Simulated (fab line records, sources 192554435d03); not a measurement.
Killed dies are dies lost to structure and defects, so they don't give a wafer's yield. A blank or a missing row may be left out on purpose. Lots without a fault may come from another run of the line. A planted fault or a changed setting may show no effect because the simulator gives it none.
Split-lot experiment | flow n5_finfet | 7 lots, 21 wafers read, on a route of 1938 steps

THE SPLIT
At N5_BEOL_M1_ETCH_70 (etches SOC in N2/H2, target depth 80 nm, overetch 16 nm, time 120 s), the setting source_w was moved away from the recipe's 840 W on 10 of the 21 wafers read, by -17.7% to +15.6%. The other wafers ran this setting at the recipe's value.

The reading is taken at the split's own step.

THE READING
rf_vpp_V, in V, at N5_BEOL_M1_ETCH_70 (etches SOC in N2/H2, target depth 80 nm, overetch 16 nm, time 120 s). Fault-free wafers of this fab line usually give 523.6 V, standard deviation 2.6 V.

wafer  | tool, chamber at the split | source_w as run, W | against the recipe | rf_vpp_V, V | against lot-mates on the recipe
L075.1 | rie_diel-04, 2             | 935.2              | +11.3%             | 505.5       | -21.4
L075.2 | rie_diel-04, 1             | 840                | recipe             | 525.8       | -
L075.4 | rie_diel-04, 3             | 840                | recipe             | 528.0       | -
L078.2 | rie_diel-03, 1             | 768.8              | -8.5%              | 540.7       | no lot-mate on the recipe
L078.5 | rie_diel-03, 2             | 768.8              | -8.5%              | 535.1       | no lot-mate on the recipe
L078.6 | rie_diel-03, 1             | 768.8              | -8.5%              | 539.6       | no lot-mate on the recipe
L079.1 | rie_diel-03, 3             | 840                | recipe             | 526.1       | -
L079.3 | rie_diel-03, 1             | 691.1              | -17.7%             | 559.1       | +34.4
L079.4 | rie_diel-03, 0             | 840                | recipe             | 523.2       | -
L080.2 | rie_diel-04, 3             | 970.8              | +15.6%             | 503.7       | -19.5
L080.3 | rie_diel-04, 0             | 840                | recipe             | 519.6       | -
L080.5 | rie_diel-04, 1             | 840                | recipe             | 526.8       | -
L082.3 | rie_diel-03, 0             | 840                | recipe             | 520.0       | -
L082.4 | rie_diel-03, 2             | 840                | recipe             | 521.8       | -
L082.5 | rie_diel-03, 1             | 840                | recipe             | 524.2       | -
L088.1 | rie_diel-02, 0             | 883.8              | +5.2%              | 517.7       | -5.6
L088.5 | rie_diel-02, 0             | 840                | recipe             | 526.0       | -
L088.6 | rie_diel-02, 3             | 840                | recipe             | 520.7       | -
L089.1 | rie_diel-02, 2             | 767.7              | -8.6%              | 541.6       | no lot-mate on the recipe
L089.4 | rie_diel-02, 2             | 767.7              | -8.6%              | 540.0       | no lot-mate on the recipe
L089.6 | rie_diel-02, 3             | 767.7              | -8.6%              | 536.4       | no lot-mate on the recipe

THE FIT
A straight line over all 21 wafers: rf_vpp_V changes by -1.67 V for each +1% of source_w; r = -0.97; the points scatter about the line by 3.1 V.
The same after taking each lot's own level away (the mean of its wafers on the recipe; 15 wafers): -1.68 V for each +1%; r = -0.97; scatter 3.1 V.
On that fit, the largest move of source_w shifts the reading by 30 V.
The lots' own levels span 522.00 to 526.90 V, that is 1.9 times the standard deviation above.
So the lot-to-lot level changes the slope little: the two slopes agree.
Check: with one of the wafers moved furthest among these (-17.7%) left out of the fit, the line predicts +25.6 V for it against its lot-mates. It came out at +34.4 V against them.
Tool readings at the split's step, against how far the setting was moved: rf_vpp_V r = -0.97.

OTHER SPLITS ON THESE WAFERS
These wafers also went through other splits before the reading. Each is held against what the fit with the lots' levels taken away leaves over:
other split on the same wafers            | wafers away from the commonest value | r with rf_vpp_V (lot level and that fit taken away)
N5_MOL_CONTACT_COAG_EXPOSE_81 dose_mj     | 8                                    | +0.16
N5_BEOL_M0_SAQP_SPACER1_ALD_98 ald_cycles | 7                                    | +0.36
N5_BEOL_M0_CUTY_ETCH_63 time_s            | 9                                    | -0.12
N5_BEOL_M0_TRENCH_ETCH_107 target_depth_a | 5                                    | -0.11
N5_BEOL_M1_ETCH_64 bias_w                 | 6                                    | +0.35
N5_BEOL_M1_ETCH_77 source_w               | 9                                    | -0.31

THE FILE'S OWN FIT
rf_vpp_V changes by -1.66 V for each +1% of source_w, r = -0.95.
